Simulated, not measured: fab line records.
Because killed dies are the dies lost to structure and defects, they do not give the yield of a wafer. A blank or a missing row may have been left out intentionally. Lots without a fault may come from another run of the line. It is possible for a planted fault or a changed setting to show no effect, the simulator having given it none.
Which of the tools did it?	flow nand_harc	Sampling: 24 lots, 72 wafers, 6 of 1159 route steps

WHAT THE GAUGES SHOWED, per wafer
Not one reading of a measure or inspect step in the record can be checked against a usual standard deviation.

WHAT TOOL EACH LOT RAN ON (gives the tool, then ch and the chambers of the sampled wafers, and finally the start)
lot	NHARC_A_CHANNEL_HOLE_D1_ETCH_23	NHARC_A_CHANNEL_FILL_D1_ALD_15	NHARC_A_CHANNEL_FILL_D1_ALD_16	NHARC_A_CHANNEL_FILL_D1_STRIP_28	NHARC_A_STAIRCASE_TRIM_26	NHARC_A_STAIRCASE_ETCH_194
L074	har_etch-01 ch 0,1, day 8 05:58	ald_sin_batch-02 ch 0, day 8 22:41 or earlier	ald_hk-03 ch 0,1, day 8 22:41	rie_diel-05 ch 0,2,3, day 9 10:38	rie_diel-06 ch 0,1,2, no start	rie_diel-06 ch 0,1,2, no start
L075	har_etch-01 ch 0,1, day 8 22:53	ald_sin_batch-02 ch 0, day 9 15:37 or earlier	ald_hk-03 ch 0,1,2, day 9 15:37	rie_diel-05 ch 0,3, day 10 03:32	rie_diel-08 ch 1,2,3, no start	rie_diel-08 ch 1,2,3, no start
L078	har_etch-02 ch 0,1, day 9 04:43	ald_sin_batch-01 ch 0, day 9 21:13 or earlier	ald_hk-04 ch 0,2, day 9 21:13	rie_diel-03 ch 1,2,3, day 10 10:03	rie_diel-06 ch 0,1,2, no start	rie_diel-12 ch 0,3, no start
L076	har_etch-01 ch 1, day 9 05:03	ald_sin_batch-01 ch 0, day 9 19:08	ald_hk-01 ch 0,3, day 9 21:13	rie_diel-05 ch 0,1,2, day 10 10:06	rie_diel-06 ch 0,1, no start	rie_diel-08 ch 0,2, no start
L077	har_etch-02 ch 0,1, day 9 08:38	ald_sin_batch-03 ch 0, day 9 23:28	ald_hk-03 ch 0,1,2, day 10 01:33	rie_diel-04 ch 0,2,3, day 10 13:17	rie_diel-08 ch 0,1,3, no start	rie_diel-06 ch 0,2,3, no start
L080	har_etch-01 ch 0,1, day 9 23:38	ald_sin_batch-02 ch 0, day 10 16:14 or earlier	ald_hk-04 ch 0,1,3, day 10 16:14	rie_diel-04 ch 0,1, day 11 04:17	rie_diel-12 ch 0,2, no start	rie_diel-08 ch 0,3, no start
L081	har_etch-02 ch 0,1, day 10 00:37	ald_sin_batch-02 ch 0, day 10 16:05 or earlier	ald_hk-04 ch 0,1,2, day 10 16:05	rie_diel-05 ch 0,1, day 11 04:17	rie_diel-08 ch 0,1, no start	rie_diel-08 ch 0,2,3, no start
L079	har_etch-01 ch 0,1, day 10 03:40	ald_sin_batch-03 ch 0, day 10 20:50 or earlier	ald_hk-04 ch 1,2,3, day 10 20:50	rie_diel-04 ch 0,1,3, day 11 08:53	rie_diel-06 ch 0,2,3, no start	rie_diel-08 ch 1,2, no start
L083	har_etch-01 ch 0,1, day 10 17:59	ald_sin_batch-02 ch 0, day 11 13:08 or earlier	ald_hk-01 ch 1,2, day 11 13:08	rie_diel-04 ch 2,3, day 12 01:24	rie_diel-08 ch 0,2, no start	rie_diel-12 ch 1,2, no start
L082	har_etch-02 ch 0,1, day 10 18:04	ald_sin_batch-02 ch 0, day 11 13:09 or earlier	ald_hk-03 ch 0,2, day 11 13:09	rie_diel-05 ch 0,2,3, day 12 01:24	rie_diel-06 ch 2,3, no start	rie_diel-08 ch 1,2,3, no start
L084	har_etch-02 ch 0,1, day 11 03:20	ald_sin_batch-01 ch 0, day 11 21:08 or earlier	ald_hk-01 ch 1,2,3, day 11 21:08	rie_diel-04 ch 0,1,2, day 12 10:20	rie_diel-12 ch 0,1,2, no start	rie_diel-06 ch 0,3, no start
L086	har_etch-01 ch 1, day 11 12:58	ald_sin_batch-03 ch 0, day 12 05:38 or earlier	ald_hk-04 ch 1,2,3, day 12 05:38	rie_diel-03 ch 1,2, day 12 17:41	rie_diel-12 ch 0,1,3, no start	rie_diel-06 ch 1,2, no start
L085	har_etch-02 ch 0,1, day 11 13:19	ald_sin_batch-03 ch 0, day 12 05:38 or earlier	ald_hk-01 ch 0,1, day 12 05:38	rie_diel-04 ch 0,1,3, day 12 17:41	rie_diel-06 ch 0,3, no start	rie_diel-08 ch 0,2,3, no start
L088	har_etch-01 ch 0, day 12 03:50	ald_sin_batch-01 ch 0, day 12 22:08 or earlier	ald_hk-01 ch 0,2,3, day 12 22:08	rie_diel-05 ch 0,1,2, day 13 10:10	rie_diel-06 ch 0,1,3, no start	rie_diel-12 ch 1,2,3, no start
L087	har_etch-02 ch 0,1, day 12 03:51	ald_sin_batch-01 ch 0, day 12 22:04 or earlier	ald_hk-04 ch 2,3, day 12 22:04	rie_diel-04 ch 0,3, day 13 10:08	rie_diel-12 ch 2,3, no start	rie_diel-08 ch 2,3, no start
L089	har_etch-01 ch 0,1, day 12 12:23	ald_sin_batch-01 ch 0, day 13 05:18 or earlier	ald_hk-01 ch 0,1,2, day 13 05:18	rie_diel-05 ch 0,1,2, day 13 17:52	rie_diel-06 ch 0,1,3, no start	rie_diel-06 ch 0,1,2, no start
L090	har_etch-02 ch 0,1, day 12 12:44	ald_sin_batch-01 ch 0, day 13 05:21 or earlier	ald_hk-03 ch 0,1,3, day 13 05:21	rie_diel-04 ch 0,2, day 13 17:51	rie_diel-12 ch 1,3, no start	rie_diel-08 ch 1,3, no start
L091	har_etch-02 ch 0,1, day 12 19:38	ald_sin_batch-01 ch 0, day 13 12:56 or earlier	ald_hk-01 ch 0,2,3, day 13 12:56	rie_diel-04 ch 1,3, day 14 00:35	rie_diel-06 ch 0,2, no start	rie_diel-12 ch 0,3, no start
L092	har_etch-01 ch 0,1, day 12 20:53	ald_sin_batch-01 ch 0, day 13 12:47 or earlier	ald_hk-01 ch 1,2,3, day 13 12:47	rie_diel-05 ch 0,2,3, day 14 00:35	rie_diel-08 ch 0,1,3, no start	rie_diel-08 ch 0,1,2, no start
L093	har_etch-02 ch 0,1, day 12 23:47	ald_sin_batch-01 ch 0, day 13 16:42 or earlier	ald_hk-04 ch 0,1,3, day 13 16:42	rie_diel-05 ch 0,1,2, day 14 07:52	rie_diel-06 ch 0,1,3, no start	rie_diel-06 ch 1,2, no start
L094	har_etch-01 ch 0,1, day 13 09:15	ald_sin_batch-01 ch 0, day 14 01:52 or earlier	ald_hk-04 ch 0,1,3, day 14 01:52	rie_diel-05 ch 0,1,3, day 14 14:20	rie_diel-12 ch 0,1,3, no start	rie_diel-12 ch 1,2,3, no start
L095	har_etch-02 ch 1, day 13 09:29	ald_sin_batch-01 ch 0, day 14 01:47 or earlier	ald_hk-03 ch 0,1,3, day 14 01:47	rie_diel-04 ch 0,2, day 14 14:20	rie_diel-06 ch 1,3, no start	rie_diel-08 ch 0,1,3, no start
L096	har_etch-01 ch 1, day 13 15:57	ald_sin_batch-01 ch 0, day 14 08:37 or earlier	ald_hk-03 ch 0,2,3, day 14 08:37	rie_diel-05 ch 2,3, day 14 20:32	rie_diel-12 ch 0,1,3, no start	rie_diel-08 ch 0,2,3, no start
L097	har_etch-02 ch 0,1, day 13 18:52	ald_sin_batch-02 ch 0, day 14 11:32 or earlier	ald_hk-01 ch 0,1,3, day 14 11:32	rie_diel-05 ch 0,2,3, day 14 23:36	rie_diel-06 ch 0,2,3, no start	rie_diel-12 ch 0,2,3, no start
- NHARC_A_CHANNEL_HOLE_D1_ETCH_23: etches the open film in C4F8/O2/Ar, time 819 s, target depth 1600 nm.
- NHARC_A_CHANNEL_FILL_D1_ALD_15: deposits SiNx, target thk 2 nm, pulse time 60 s, ald cycles 19.
- NHARC_A_CHANNEL_FILL_D1_ALD_16: deposits SiO2, target thk 1.5 nm, pulse time 10 s, ald cycles 15.
- NHARC_A_CHANNEL_FILL_D1_STRIP_28: strips in O2, time 20 s.
- NHARC_A_STAIRCASE_TRIM_26: chemistry O2, time 211.2 s.
- NHARC_A_STAIRCASE_ETCH_194: etches the open film in C4F8/O2, target depth 100 nm, time 40.5 s.

WHAT THE TOOLS THEMSELVES READ (means of the sampled wafers that have a number; where no wafer has one, the mark that the record gives instead)
NHARC_A_CHANNEL_HOLE_D1_ETCH_23. Usual: c4f8_flow_sccm 89.27 sccm, standard deviation 0.28; drypump_motor_current_A 5.7 A, standard deviation 0.37; showerhead_plenum_p_Torr 3.67 Torr, standard deviation 0.099; throttle_valve_pct 32.155 %, standard deviation 0.0083.
lot	tool	c4f8_flow_sccm (sccm)	drypump_motor_current_A (A)	showerhead_plenum_p_Torr (Torr)	throttle_valve_pct (%)	flag
L074	har_etch-01	89.42	5.3	3.76	32.152	
L075	har_etch-01	89.45	5.6	3.79	32.148	
L078	har_etch-02	89.25	6.1	3.59	32.154	
L076	har_etch-01	89.27	5.1	3.71	32.153	
L077	har_etch-02	89.24	6.0	3.62	32.153	
L080	har_etch-01	89.13	5.3	3.75	32.153	
L081	har_etch-02	89.11	6.1	3.58	32.159	
L079	har_etch-01	89.59	5.6	3.78	32.147	
L083	har_etch-01	88.99	5.3	3.74	32.154	
L082	har_etch-02	88.94	6.0	3.62	32.141	
L084	har_etch-02	89.31	6.0	3.61	32.150	
L086	har_etch-01	89.42	5.1	3.70	32.156	
L085	har_etch-02	89.40	6.1	3.57	32.168	
L088	har_etch-01	89.19	5.8	3.81	32.160	
L087	har_etch-02	89.11	6.0	3.61	32.152	
L089	har_etch-01	88.97	5.3	3.73	32.154	
L090	har_etch-02	89.49	6.1	3.57	32.160	
L091	har_etch-02	89.22	6.1	3.56	32.159	
L092	har_etch-01	89.43	5.6	3.76	32.157	
L093	har_etch-02	89.06	6.0	3.56	32.161	
L094	har_etch-01	89.17	5.3	3.73	32.154	
L095	har_etch-02	89.23	6.0	3.63	32.154	
L096	har_etch-01	89.34	5.1	3.69	32.165	
L097	har_etch-02	89.11	6.0	3.60	32.161	

NHARC_A_CHANNEL_FILL_D1_ALD_15. Usual: chamber_pressure_Torr 1.999 Torr, standard deviation 0.0042; precursor_pulse_height_rel 0.997, standard deviation 0.019.
lot	tool	chamber_pressure_Torr (Torr)	precursor_pulse_height_rel	flag
L074	ald_sin_batch-02	1.997	1.006	
L075	ald_sin_batch-02	1.999	0.988	
L078	ald_sin_batch-01	2.001	0.998	
L076	ald_sin_batch-01	2.001	0.983	
L077	ald_sin_batch-03	2.000	0.985	
L080	ald_sin_batch-02	1.995	0.998	
L081	ald_sin_batch-02	1.991	0.992	
L079	ald_sin_batch-03	1.999	0.993	
L083	ald_sin_batch-02	2.000	0.999	
L082	ald_sin_batch-02	2.004	0.992	
L084	ald_sin_batch-01	2.000	1.014	
L086	ald_sin_batch-03	2.003	0.992	
L085	ald_sin_batch-03	2.003	0.993	
L088	ald_sin_batch-01	2.004	0.997	
L087	ald_sin_batch-01	2.004	0.982	
L089	ald_sin_batch-01	1.992	1.016	
L090	ald_sin_batch-01	1.993	0.982	
L091	ald_sin_batch-01	1.995	1.004	
L092	ald_sin_batch-01	1.998	0.991	
L093	ald_sin_batch-01	1.998	1.009	
L094	ald_sin_batch-01	1.995	0.986	
L095	ald_sin_batch-01	1.999	1.025	
L096	ald_sin_batch-01	1.993	1.019	
L097	ald_sin_batch-02	1.996	1.012	

NHARC_A_CHANNEL_FILL_D1_ALD_16. Usual: heater_power_w 468 W, standard deviation 27; precursor_pulse_height_rel 1.001, standard deviation 0.019.
lot	tool	heater_power_w (W)	precursor_pulse_height_rel	flag
L074	ald_hk-03	460	1.012	
L075	ald_hk-03	459	1.007	
L078	ald_hk-04	479	1.006	
L076	ald_hk-01	508	1.003	
L077	ald_hk-03	463	0.989	
L080	ald_hk-04	477	1.003	
L081	ald_hk-04	462	1.004	
L079	ald_hk-04	475	0.993	
L083	ald_hk-01	456	0.999	
L082	ald_hk-03	476	0.975	
L084	ald_hk-01	472	0.988	
L086	ald_hk-04	466	0.993	
L085	ald_hk-01	504	0.993	
L088	ald_hk-01	471	1.004	
L087	ald_hk-04	475	1.001	
L089	ald_hk-01	483	1.009	
L090	ald_hk-03	438	0.999	
L091	ald_hk-01	472	0.989	
L092	ald_hk-01	467	1.001	
L093	ald_hk-04	464	1.008	
L094	ald_hk-04	468	0.995	
L095	ald_hk-03	444	0.995	
L096	ald_hk-03	460	0.994	
L097	ald_hk-01	487	1.013	

NHARC_A_CHANNEL_FILL_D1_STRIP_28. Usual: drypump_motor_current_A 6.0 A, standard deviation 0.38; oes_product_au 1.002 a.u., standard deviation 0.0061; rf_vpp_V 57.7 V, standard deviation 0.85; showerhead_plenum_p_Torr 3.49 Torr, standard deviation 0.16; throttle_valve_pct 17.036 %, standard deviation 0.0092.
lot	tool	drypump_motor_current_A (A)	oes_product_au (a.u.)	rf_vpp_V (V)	showerhead_plenum_p_Torr (Torr)	throttle_valve_pct (%)	flag
L074	rie_diel-05	5.8	1.004	57.8	3.54	17.038	
L075	rie_diel-05	6.1	1.000	58.3	3.69	17.032	
L078	rie_diel-03	6.2	1.003	57.5	3.51	17.033	
L076	rie_diel-05	6.1	1.007	57.3	3.49	17.036	
L077	rie_diel-04	6.1	1.001	58.5	3.52	17.043	
L080	rie_diel-04	5.9	1.001	57.5	3.45	17.032	
L081	rie_diel-05	6.4	1.003	57.7	3.64	17.042	
L079	rie_diel-04	5.9	0.993	58.0	3.52	17.028	
L083	rie_diel-04	6.1	1.005	57.7	3.58	17.043	
L082	rie_diel-05	5.8	1.001	57.6	3.54	17.035	
L084	rie_diel-04	6.0	1.003	57.3	3.44	17.042	
L086	rie_diel-03	6.0	1.007	58.0	3.44	17.037	
L085	rie_diel-04	5.9	1.001	58.6	3.52	17.033	
L088	rie_diel-05	6.1	1.005	57.5	3.49	17.033	
L087	rie_diel-04	6.1	0.995	57.1	3.45	17.042	
L089	rie_diel-05	6.1	0.998	57.5	3.49	17.041	
L090	rie_diel-04	6.2	1.000	56.7	3.37	17.037	
L091	rie_diel-04	5.8	1.005	58.2	3.67	17.035	
L092	rie_diel-05	5.8	1.006	58.2	3.54	17.033	
L093	rie_diel-05	6.1	1.007	57.4	3.49	17.028	
L094	rie_diel-05	6.0	0.997	57.9	3.56	17.040	
L095	rie_diel-04	6.2	0.997	57.5	3.37	17.052	
L096	rie_diel-05	5.6	1.002	57.5	3.39	17.037	
L097	rie_diel-05	5.8	1.009	57.9	3.54	17.037	

NHARC_A_STAIRCASE_TRIM_26. Usual: drypump_motor_current_A 5.7 A, standard deviation 0.38; oes_product_au 1.000 a.u., standard deviation 0.0072; rf_vpp_V 57.9 V, standard deviation 0.92; showerhead_plenum_p_Torr 3.53 Torr, standard deviation 0.16; throttle_valve_pct 17.036 %, standard deviation 0.0088.
lot	tool	drypump_motor_current_A (A)	oes_product_au (a.u.)	rf_vpp_V (V)	showerhead_plenum_p_Torr (Torr)	throttle_valve_pct (%)	flag
L074	rie_diel-06	5.9	1.003	57.6	3.54	17.041	
L075	rie_diel-08	5.5	1.009	57.4	3.40	17.029	
L078	rie_diel-06	5.9	0.995	58.0	3.53	17.033	
L076	rie_diel-06	5.9	1.001	58.2	3.49	17.029	
L077	rie_diel-08	5.6	1.005	58.0	3.51	17.036	
L080	rie_diel-12	5.5	1.000	57.0	3.49	17.044	
L081	rie_diel-08	5.9	1.008	57.2	3.61	17.045	
L079	rie_diel-06	5.7	1.002	57.8	3.68	17.032	
L083	rie_diel-08	5.9	1.013	58.3	3.54	17.038	
L082	rie_diel-06	5.7	0.991	58.3	3.72	17.037	
L084	rie_diel-12	5.8	0.992	58.0	3.52	17.036	
L086	rie_diel-12	5.9	1.000	58.2	3.56	17.035	
L085	rie_diel-06	5.6	1.002	58.9	3.70	17.041	
L088	rie_diel-06	5.8	0.999	58.4	3.54	17.041	
L087	rie_diel-12	5.4	1.002	57.8	3.42	17.032	
L089	rie_diel-06	5.8	0.998	57.8	3.54	17.031	
L090	rie_diel-12	5.8	1.005	58.0	3.50	17.041	
L091	rie_diel-06	5.7	1.001	57.9	3.60	17.030	
L092	rie_diel-08	5.6	1.000	58.5	3.50	17.034	
L093	rie_diel-06	5.9	0.999	57.4	3.54	17.027	
L094	rie_diel-12	5.9	1.008	58.4	3.56	17.042	
L095	rie_diel-06	5.8	0.999	58.2	3.60	17.034	
L096	rie_diel-12	5.9	1.003	58.2	3.55	17.031	
L097	rie_diel-06	5.6	0.999	58.1	3.66	17.030	

NHARC_A_STAIRCASE_ETCH_194. Usual: oes_product_au 0.943 a.u., standard deviation 0.0091; rf_vpp_V 895 V, standard deviation 5.4.
lot	tool	oes_product_au (a.u.)	rf_vpp_V (V)	flag
L074	rie_diel-06	0.941	897	
L075	rie_diel-08	0.944	891	
L078	rie_diel-12	0.953	898	
L076	rie_diel-08	0.951	892	
L077	rie_diel-06	0.951	902	
L080	rie_diel-08	0.954	894	
L081	rie_diel-08	0.941	892	
L079	rie_diel-08	0.953	890	
L083	rie_diel-12	0.944	891	
L082	rie_diel-08	0.949	891	
L084	rie_diel-06	0.942	900	
L086	rie_diel-06	0.945	893	
L085	rie_diel-08	0.949	892	
L088	rie_diel-12	0.935	893	
L087	rie_diel-08	0.941	889	
L089	rie_diel-06	0.943	896	
L090	rie_diel-08	0.943	892	
L091	rie_diel-12	0.932	900	
L092	rie_diel-08	0.938	893	
L093	rie_diel-06	0.926	892	
L094	rie_diel-12	0.939	892	
L095	rie_diel-08	0.940	895	
L096	rie_diel-08	0.950	892	
L097	rie_diel-12	0.944	896	

THE ANSWER, worked out from the rows above alone
Rule: a lot is off if the mean of its wafers that have a number lies more than 3 standard deviations from the usual mean. A lot without any number at a reading at which 4 lots or more have one is off too. Any other lot the step has rows for is counted as sound. Order of review: gauges by route order, followed by the tools' own readings, for which a lot's mean as printed above is used. The first step at which some lot is off is used, and at that step the reading that is off furthest; a lot without a number counts as furthest.
No lot is off at any reading shown: from this, nothing can be told.

WHAT THE SIMULATOR HAD INSERTED
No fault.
